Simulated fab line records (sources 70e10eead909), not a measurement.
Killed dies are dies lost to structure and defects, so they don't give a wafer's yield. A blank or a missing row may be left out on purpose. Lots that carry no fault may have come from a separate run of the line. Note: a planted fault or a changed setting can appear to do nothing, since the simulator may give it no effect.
A struck lot beside a sound one -- flow nandHarc -- 41 out of 1302 route steps
Sound: these wafers, L350.2, L350.4, L350.6. Wafers L365.4, L365.5, L365.6 were the ones struck. The cause comes at the end.
Per side, at each step with rows, come the tool, then ch with its chambers, and then its first start. Under that, the readings that differ: sound wafers -- struck wafers -- difference of the means -- sigmas: that difference in standard deviations of wafers without a fault.
alike: a reading whose means differ by less than 2 such deviations, as well as words and numbers matching on both sides. not compared: withheld readings; readings where some wafer has no value; bounds like >300 that might hide an equal value; numbers whose values overlap and for which the record gives no deviation.
The two part at a step that has a row with sigmas, a row that says differs or no value, or rows on one side only. Numbers that don't overlap but have no deviation are shown without sigmas and don't part them. Lack of a reading on every wafer of one side parts them only where that side has two or more wafers.

first, 2 steps without rows for these wafers: NHARC_P_GATE_STRIP_95 (strips in O2); NHARC_P_GATE_STRIP_96 (strips in SPM, time 900 s).
NHARC_P_GATE_RTA_64: time 1 s.
  sound on rtpAnneal-02 ch 0, day 7 09:06; struck on rtpAnneal-01 ch 0, day 13 11:07
reading,sound,struck,difference,sigmas
lampPowerPct (%),29.4 29.4 29.4,32.6 32.5 32.5,+3.1,+2
lamp_zone_5_pct (%),29.4 29.4 29.4,32.5 32.5 32.5,+3.1,+2
  alike: wafer_temp_C_max
then, 1 step without rows for these wafers: NHARC_P_GATE_ETCH_77 (etches SiO2 in dHF, target depth 6 nm).
NHARC_P_GATE_DEGAS_109: time 60 s.
  sound: pvdSputter-01 at day 7 09:23; struck: pvdSputter-02 at day 13 11:22
  alike: heaterPowerW, susceptorTempC
then, 3 steps without rows for these wafers: NHARC_P_GATE_PRE_CLEAN_110 (time 30 s); NHARC_P_GATE_SPUTTER_78 (material Ni, target thk 10 nm); NHARC_P_GATE_SPUTTER_79 (material TiN, target thk 10 nm).
NHARC_P_GATE_RTA_80: time 30 s.
  sound on rtpAnneal-02 ch 0, day 7 09:42; struck on rtpAnneal-02 ch 0, day 13 11:43
  alike: wafer_temp_C_max
then, 1 step without rows for these wafers: NHARC_P_GATE_STRIP_67 (strips in SPM, time 600 s).
NHARC_P_GATE_RTA_82: time 30 s.
  sound on rtpAnneal-01 ch 0, day 7 10:10; struck on rtpAnneal-01 ch 0, day 13 12:11
  alike: lampPowerPct, lamp_zone_5_pct, wafer_temp_C_max
NHARC_P_GATE_INSPECT_68:
  sound: defectInspect-01 at day 7 10:20; struck: defectInspect-01 at day 13 12:17
  alike: rawDefectCount
NHARC_P_CONTACT_DEP_30: deposits SiNx, target thk 30 nm.
  sound on pecvd-02 ch 0,1, day 7 10:28; struck on pecvd-03 ch 0,1,2, day 13 12:28
  alike: heaterPowerW, rfFwdPowerW, susceptorTempC
then, 13 steps without rows for these wafers: NHARC_P_CONTACT_DEP_00 (deposits SiO2, target thk 500 nm); NHARC_P_CONTACT_CMP_01 (polishes SiO2, target thk 200 nm); NHARC_P_CONTACT_SRD_03; NHARC_P_CONTACT_DEHYDRATE_04 (time 120 s); NHARC_P_CONTACT_HMDS_05 (time 30 s); NHARC_P_CONTACT_COAT_33 (time 75 s); NHARC_P_CONTACT_COAT_34 (time 65 s); NHARC_P_CONTACT_COAT_06 (resist thk 90 nm); NHARC_P_CONTACT_SOFTBAKE_07 (time 55 s); NHARC_P_CONTACT_EBR_08; NHARC_P_CONTACT_EXPOSE_09 (exposes mask P CA, target cd 90 nm); NHARC_P_CONTACT_PEB_10 (peb time 65 s); NHARC_P_CONTACT_DEVELOP_11 (develop time 35 s).
NHARC_P_CONTACT_CD_MEAS_12: the cd target is 90 nm.
  sound on cdSem-01 ch 0, day 7 11:49; struck on cdSem-03 ch 0, day 13 13:47
  alike: cdNm
NHARC_P_CONTACT_OVL_MEAS_13:
  sound: overlay-01 at day 7 11:54; struck: overlay-01 at day 13 13:52
reading,sound,struck,difference,sigmas
overlayYNm (nm),1.2 1.0 1.3,-1.2 -1.6 -1.1,-2.5,-3
  alike: overlayXNm
then, 6 steps without rows for these wafers: NHARC_P_CONTACT_DESCUM_17 (chemistry O2, time 3 s); NHARC_P_CONTACT_ETCH_35 (etches the open film in CF4, target depth 39 nm, time 65 s); NHARC_P_CONTACT_ETCH_36 (etches the open film in N2/H2, target depth 260 nm, time 406.25 s); NHARC_P_CONTACT_ETCH_18 (etches the open film in C4F8/O2/Ar, target depth 481 nm, time 240.5 s); NHARC_P_CONTACT_STRIP_37 (strips in C4F8/O2/Ar); NHARC_P_CONTACT_ETCH_31 (etches the open film in CH3F/O2, target depth 30 nm, time 85.7 s).
NHARC_P_CONTACT_CD_MEAS_19:
  sound: cdSem-03 at day 7 12:52; struck: cdSem-03 at day 13 14:51
  alike: cdNm
NHARC_P_CONTACT_STRIP_28: strips in O2.
  sound on rieDiel-02 ch 0,1,2, day 7 12:56; struck on rieDiel-03 ch 1,2, day 13 14:55
  alike: drypumpMotorCurrentA, oesProductAu, rfVppV, showerheadPlenumPTorr, throttleValvePct
  not compared: rfHoursCounterH
then, 4 steps without rows for these wafers: NHARC_P_CONTACT_STRIP_29 (strips in post etch residue remover, time 1200 s); NHARC_P_CONTACT_DEGAS_38 (time 60 s); NHARC_P_CONTACT_PRE_CLEAN_39 (time 19.5 s); NHARC_P_CONTACT_PVD_32 (deposits Ti, target thk 5 nm, time 17.7 s).
-- break in the record here, with 19 days between the starts of the struck wafers on either side (left off in module P_CONTACT, picked up again in module END, where the first step shown is number 1302 on the route) --
NHARC_END_SORT_01:
  sound on prober-01 ch 0, day 25 17:05; struck on prober-02 ch 0, day 32 03:39
reading,sound,struck,difference,sigmas
killedAtPeriphery,5 6 4,107 51 92,+78,+28
killedDies,66 58 60,151 107 145,+73,+4
  alike: killedAtArray, killedAtOther, killedOpen, killedShort

WHERE THEY PART
At NHARC_P_GATE_RTA_64 first; at NHARC_END_SORT_01 last (within this record only).

WHY: the cause the simulator had injected
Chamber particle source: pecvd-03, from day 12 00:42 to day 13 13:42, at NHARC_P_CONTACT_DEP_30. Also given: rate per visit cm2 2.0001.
